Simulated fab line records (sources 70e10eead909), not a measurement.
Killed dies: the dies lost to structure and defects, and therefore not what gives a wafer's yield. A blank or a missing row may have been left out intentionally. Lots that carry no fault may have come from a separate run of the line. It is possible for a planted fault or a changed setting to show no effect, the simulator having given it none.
fab line records -- flow nand-harc -- part 2 of 2: steps 5 to 6 of 6
record: lots: 21, wafers: 63, last-day: 33
route steps=1302 shown P_ZERO_WELL@46 P_GATE@149 P_M0@268 P_M1@299
lots with no fault: from the same line, run without faults
start-h: hours from the record's opening day to when the first of the lot's shown wafers began -- wait-h: how many hours have passed since the lot's step before this one -- " same as the row above -- L1.1+2: several wafers, shown together as one row -- - no value, or no start given -- * or withheld: withheld -- < > ~ a bound
route shown NAME@n: NAME is a module with steps in the file, n the number in the route of the first one -- usual: mean and standard deviation over wafers with no fault -- same: alike in all rows -- chamber/n: place in a boat -- sites: readings site by site -- _std_site: standard deviation across them -- _edge_site: outer sites' mean less inner sites' -- radius-mm: how far each site lies from the wafer's centre -- mask NAME#n: copy n -- behind: tool/chamber where the wafer was last shaped -- hold: what put the lot on hold/how long, in hours/how the hold closed -- device: names the non-switching transistor (n, p or np) -- end of line: tests run on the same wafers once the route is complete -- a step without rows: its recipe alone -- killed: not the wafer's yield, but the dies lost to structure and defects at the first sort -- map: per-die view of a wafer (x killed, . not killed, _ where there is no die)
set.NAME: the setting the step ran with; set.NAME@STEP: the setting that earlier step ran with -- model.NAME: the simulator's own value behind a step, which no gauge read
a sample of lots followed through the steps of the route, with each step as a table and each wafer as a row
services: a tool's chamber out of use, with start hour (start-h, from the record's first day; less than 0 if before it), hours out, and reason
== steps ==
step: NHARC_P_M0_ETCH_15
recipe: target-depth-a: 1500, overetch-a: 150, time-s: 82.5, c4f8-flow-sccm: withheld, ar-flow-sccm: 400, rf-w: 600, bias-w: 300, chemistry: C4F8/Ar
usual: chamber-pressure-mTorr: 25.003/0.022, oes-product-au: 0.962/0.022, rf-vpp-V: 440/3.1
lot.wafer,tool,chamber,start-h,wait-h,chamber-pressure-mTorr,oes-product-au,rf-hours-counter-h,rf-vpp-V
L074.3,rie-diel-02,2,-,-,25.031,0.973,19,440
L074.1,rie-diel-02,3,-,-,24.996,0.959,21,436
L074.5,rie-diel-02,2,-,-,24.972,0.964,-,439
L075.2,rie-diel-09,2,-,-,25.042,0.940,55,436
L075.3,rie-diel-09,0,-,-,25.016,0.927,53,438
L075.4,rie-diel-09,1,-,-,25.039,0.923,50,445
L076.1,rie-diel-06,2,-,-,25.008,0.970,1,441
L076.4,rie-diel-06,0,-,-,24.969,0.961,1,437
L076.3,rie-diel-06,1,-,-,25.003,0.954,1,438
L078.2,rie-diel-06,0,-,-,24.998,0.920,3,438
L078.4,rie-diel-06,2,-,-,24.999,0.907,3,440
L078.6,rie-diel-06,0,-,-,24.993,0.918,-,436
L079.3,rie-diel-06,0,-,-,24.997,0.969,6,435
L079.6,rie-diel-06,0,-,-,24.993,0.953,-,436
L079.5,rie-diel-06,1,-,-,25.003,0.939,-,438
L081.2,rie-diel-06,0,-,-,25.015,0.959,8,437
L081.3,rie-diel-06,2,-,-,25.009,0.946,10,442
L081.6,rie-diel-06,0,-,-,24.989,0.970,-,436
L082.1,rie-diel-06,0,-,-,25.014,0.989,10,436
L082.4,rie-diel-06,1,-,-,25.021,0.964,8,439
L082.5,rie-diel-06,1,-,-,24.999,0.950,-,437
L083.3,rie-diel-06,2,-,-,25.023,0.931,15,440
L083.1,rie-diel-06,3,-,-,25.012,0.950,14,439
L083.5,rie-diel-06,1,-,-,25.053,0.951,-,439
L084.1,rie-diel-06,3,-,-,25.006,0.981,16,440
L084.3,rie-diel-06,0,-,-,24.997,0.961,14,437
L084.5,rie-diel-06,1,-,-,25.028,0.964,-,438
L085.3,rie-diel-06,0,-,-,25.035,0.957,15,437
L085.2,rie-diel-06,1,-,-,24.975,0.957,13,439
L085.6,rie-diel-06,3,-,-,25.002,0.991,-,440
L086.3,rie-diel-09,3,-,-,24.954,0.957,31,438
L086.4,rie-diel-09,0,-,-,25.028,0.961,25,439
L086.1,rie-diel-09,1,-,-,24.996,0.953,26,445
L087.1,rie-diel-02,3,-,-,24.978,0.981,8,447
L087.2,rie-diel-02,0,-,-,25.020,0.973,7,445
L087.6,rie-diel-02,3,-,-,25.034,0.975,-,446
L088.3,rie-diel-09,1,-,-,25.004,0.914,39,445
L088.1,rie-diel-09,2,-,-,25.018,0.932,43,446
L088.5,rie-diel-09,0,-,-,25.002,0.937,-,438
L089.3,rie-diel-02,2,-,-,24.987,0.994,15,439
L089.5,rie-diel-02,2,-,-,25.045,1.003,-,439
L089.6,rie-diel-02,3,-,-,25.019,0.989,-,446
L090.2,rie-diel-09,0,-,-,24.982,0.991,44,437
L090.1,rie-diel-09,1,-,-,25.018,0.980,45,445
L090.4,rie-diel-09,2,-,-,24.992,0.958,49,446
L091.4,rie-diel-06,3,-,-,25.001,0.999,26,440
L091.5,rie-diel-06,2,-,-,24.959,0.963,-,440
L091.6,rie-diel-06,3,-,-,24.998,0.995,-,438
L093.1,rie-diel-06,0,316.65,0.1,25.022,0.942,0,437
L093.4,rie-diel-06,0,316.65,0.1,25.002,0.952,-,436
L093.5,rie-diel-06,3,316.65,0.1,25.041,0.933,-,440
L094.1,rie-diel-02,1,-,-,25.014,0.975,29,442
L094.4,rie-diel-02,2,-,-,24.988,0.989,-,439
L094.5,rie-diel-02,1,-,-,24.997,0.970,-,441
L095.1,rie-diel-06,0,-,-,25.029,0.979,3,435
L095.3,rie-diel-06,1,-,-,24.976,0.993,1,438
L095.5,rie-diel-06,3,-,-,24.954,0.964,-,439
L096.4,rie-diel-02,1,-,-,25.013,0.931,36,442
L096.1,rie-diel-02,2,-,-,25.008,0.947,34,438
L096.6,rie-diel-02,0,-,-,25.020,0.926,-,444
L097.1,rie-diel-06,2,-,-,24.993,1.000,8,439
L097.4,rie-diel-06,3,-,-,25.004,0.988,9,438
L097.3,rie-diel-06,0,-,-,25.043,0.990,11,435
step: NHARC_P_M1_ETCH_35
recipe: target-depth-a: 400, overetch-a: 120, time-s: 43.94, ion-energy-ev: 200, n2-flow-sccm: 150, h2-flow-sccm: 150, ar-flow-sccm: 0, rf-w: 400, bias-w: 150, chemistry: N2/H2
usual: chamber-pressure-mTorr: 30.000/0.029, drypump-motor-current-A: 5.6/0.47, mfc-ar-sccm: 0.006/0.0081, oes-product-au: 1.000/0.014, rf-vpp-V: 429.8/1.8, showerhead-plenum-p-Torr: 2.01/0.055, throttle-valve-pct: 14.170/0.0094
lot.wafer,tool,chamber,start-h,wait-h,chamber-pressure-mTorr,drypump-motor-current-A,mfc-ar-sccm,oes-product-au,rf-hours-counter-h,rf-vpp-V,showerhead-plenum-p-Torr,throttle-valve-pct
L074.3,rie-diel-08,3,119.73,0.1,30.043,6.2,0,1.015,30,426.9,1.93,14.167
L074.1,rie-diel-08,0,119.73,0.1,29.977,4.9,0.024,0.994,24,426.9,1.91,14.184
L074.5,rie-diel-08,1,119.73,0.1,30.001,6.2,0,0.994,-,432.9,2.08,14.192
L075.4,rie-diel-07,1,141.71,0.1,29.974,5.2,0.001,1.005,1,429.7,2.04,14.188
L075.2,rie-diel-07,2,141.71,0.1,30.011,5.9,0,1.008,1,429.2,2.02,14.177
L075.3,rie-diel-07,3,141.71,0.1,30.003,5.4,0.015,1.003,1,431.8,2.06,14.178
L076.4,rie-diel-07,3,149.78,0.1,30.009,5.3,0.015,1.016,1,430.3,2.06,14.163
L076.1,rie-diel-07,0,149.78,0.1,29.969,6.0,0.017,1.013,1,427.6,1.95,14.160
L076.3,rie-diel-07,1,149.78,0.1,30.042,5.2,0.001,1.009,1,429.0,2.04,14.147
L078.4,rie-diel-08,0,168.79,0.1,30.002,4.9,0.024,0.996,39,427.5,1.91,14.162
L078.2,rie-diel-08,1,168.79,0.1,30.000,6.2,0,0.995,52,430.7,2.08,14.158
L078.6,rie-diel-08,0,168.79,0.1,30.012,4.9,0.024,0.999,-,426.2,1.91,14.175
L079.3,rie-diel-13,0,179.86,0.1,29.990,5.5,0.015,0.985,0,432.2,2.10,14.185
L079.6,rie-diel-13,3,179.86,0.1,29.987,5.1,0,1.003,-,430.1,2.03,14.166
L079.5,rie-diel-13,0,179.86,0.1,29.965,5.5,0.015,0.984,-,432.0,2.10,14.167
L081.2,rie-diel-13,0,195.38,0.1,30.035,5.5,0.015,0.993,1,431.9,2.10,14.169
L081.3,rie-diel-13,1,195.38,0.1,30.007,6.4,0.003,0.997,1,430.6,1.99,14.178
L081.6,rie-diel-13,3,195.38,0.1,30.014,5.1,0,0.997,-,429.8,2.03,14.170
L082.1,rie-diel-07,1,205.23,0.1,29.976,5.2,0.001,1.001,5,432.2,2.04,14.167
L082.5,rie-diel-07,3,205.23,0.1,29.955,5.3,0.015,1.018,-,432.0,2.06,14.175
L082.4,rie-diel-07,0,205.23,0.1,30.002,6.0,0.017,1.039,-,428.1,1.95,14.170
L083.3,rie-diel-13,1,218.38,0.2,29.953,6.4,0.003,0.996,3,429.2,1.99,14.179
L083.1,rie-diel-13,3,218.38,0.2,30.016,5.1,0,0.988,3,429.4,2.02,14.174
L083.5,rie-diel-13,1,218.38,0.2,30.010,6.4,0.003,1.005,-,430.2,1.99,14.170
L084.3,rie-diel-13,1,228.84,0.1,29.927,6.4,0.003,1.001,4,428.7,1.99,14.178
L084.1,rie-diel-13,2,228.84,0.1,29.978,5.4,0,0.996,4,428.0,1.98,14.170
L084.5,rie-diel-13,1,228.84,0.1,30.049,6.4,0.003,0.993,-,429.5,1.99,14.172
L085.2,rie-diel-13,0,237.76,0.1,30.040,5.5,0.015,0.977,5,430.8,2.09,14.173
L085.3,rie-diel-13,3,237.76,0.1,30.042,5.1,0,0.992,3,431.2,2.02,14.163
L085.6,rie-diel-13,1,237.76,0.1,30.010,6.4,0.003,0.986,-,427.9,1.99,14.169
L086.1,rie-diel-07,3,241.53,0.1,30.016,5.3,0.015,1.015,8,432.9,2.06,14.169
L086.3,rie-diel-07,1,241.53,0.1,29.969,5.2,0.001,0.999,7,430.3,2.04,14.171
L086.4,rie-diel-07,0,241.53,0.1,30.009,6.0,0.017,1.028,-,427.3,1.95,14.156
L087.2,rie-diel-13,3,255.62,0.1,29.987,5.1,0,0.996,4,430.4,2.02,14.157
L087.1,rie-diel-13,0,255.62,0.1,30.006,5.5,0.015,0.978,6,432.0,2.09,14.179
L087.6,rie-diel-13,3,255.62,0.1,29.987,5.1,0,0.989,-,429.5,2.02,14.172
L088.3,rie-diel-08,2,278.18,0.1,29.987,5.5,0,1.014,21,429.5,1.99,14.173
L088.1,rie-diel-08,1,278.18,0.1,30.002,6.2,0,1.018,25,429.3,2.07,14.171
L088.5,rie-diel-08,2,278.18,0.1,30.002,5.5,0,1.008,-,429.6,1.98,14.166
L089.3,rie-diel-13,3,279.28,0.1,30.024,5.1,0,0.998,6,431.9,2.02,14.162
L089.6,rie-diel-13,1,279.28,0.1,30.002,6.4,0.003,0.984,-,429.5,1.99,14.174
L089.5,rie-diel-13,2,279.28,0.1,30.013,5.4,0,0.991,-,430.3,1.98,14.167
L090.2,rie-diel-13,3,295.87,0.1,30.009,5.1,0,0.982,8,431.1,2.02,14.152
L090.1,rie-diel-13,0,295.87,0.1,30.002,5.5,0.015,0.988,9,431.3,2.09,14.158
L090.4,rie-diel-13,1,295.87,0.1,29.968,6.4,0.003,0.986,9,428.7,1.99,14.169
L091.4,rie-diel-08,0,302.32,0.2,30.055,4.9,0.024,1.010,34,427.5,1.89,14.186
L091.6,rie-diel-08,0,302.32,0.2,30.021,4.9,0.024,1.019,-,425.8,1.89,14.172
L091.5,rie-diel-08,1,302.32,0.2,30.003,6.2,0,1.010,-,432.9,2.06,14.159
L093.4,rie-diel-07,2,320.78,0.1,30.028,5.9,0,0.997,1,429.7,2.02,14.171
L093.1,rie-diel-07,3,320.78,0.1,30.000,5.3,0.015,1.031,1,431.0,2.06,14.157
L093.5,rie-diel-07,0,320.78,0.1,29.980,6.0,0.017,1.017,-,428.8,1.95,14.169
L094.4,rie-diel-13,3,321.17,0.1,30.002,5.1,0,0.985,11,431.3,2.02,14.159
L094.1,rie-diel-13,1,321.17,0.1,30.034,6.4,0.003,0.995,11,428.3,1.99,14.162
L094.5,rie-diel-13,3,321.17,0.1,29.934,5.1,0,0.998,-,430.9,2.02,14.171
L095.1,rie-diel-13,0,331.05,0.1,30.037,5.5,0.015,0.995,12,431.8,2.09,14.167
L095.3,rie-diel-13,3,331.05,0.1,29.962,5.1,0,0.999,11,430.2,2.02,14.186
L095.5,rie-diel-13,0,331.05,0.1,29.982,5.5,0.015,0.998,-,431.5,2.09,14.166
L096.1,rie-diel-08,1,341.23,0.1,30.053,6.2,0,1.011,44,431.3,2.06,14.164
L096.4,rie-diel-08,0,341.23,0.1,29.985,4.9,0.024,1.010,45,427.0,1.89,14.183
L096.6,rie-diel-08,1,341.23,0.1,30.023,6.2,0,1.013,-,431.1,2.06,14.173
L097.1,rie-diel-07,1,360.14,0.1,30.040,5.2,0.001,0.983,4,430.5,2.03,14.161
L097.3,rie-diel-07,2,360.14,0.1,29.976,5.9,0,1.017,4,430.5,2.02,14.166
L097.4,rie-diel-07,3,360.14,0.1,30.022,5.4,0.015,1.032,4,431.4,2.06,14.162
== services ==
tool,chamber,start-h,hours,kind
rtp-anneal-02,-,12.00,12.0,pm
plasma-asher-01,-,39.99,2.5,repair
rie-diel-09,1,40.75,8.9,repair
rie-diel-02,-,41.84,9.0,pm
rie-diel-02,2,68.42,12.9,repair
rie-diel-06,3,89.64,8.3,repair
rie-diel-02,1,110.24,30.5,repair
rie-diel-06,-,130.20,9.0,pm
rie-diel-09,-,143.16,9.0,pm
rie-diel-02,1,159.28,1.9,repair
rie-diel-09,2,169.56,5.1,repair
plasma-asher-01,-,171.37,0.7,repair
rie-diel-06,1,184.22,11.9,repair
rie-diel-02,-,218.85,9.0,pm
rie-diel-06,2,221.24,4.8,repair
plasma-asher-01,-,255.46,1.1,repair
rie-diel-09,3,286.05,2.4,repair
rie-diel-02,3,286.90,2.2,repair
rie-diel-06,-,307.20,9.0,pm
rie-diel-02,3,307.94,7.0,repair
rie-diel-02,0,315.63,12.1,repair
rie-diel-09,-,320.16,9.0,pm
rie-diel-02,3,329.00,4.4,repair
plasma-asher-01,-,342.08,9.0,pm
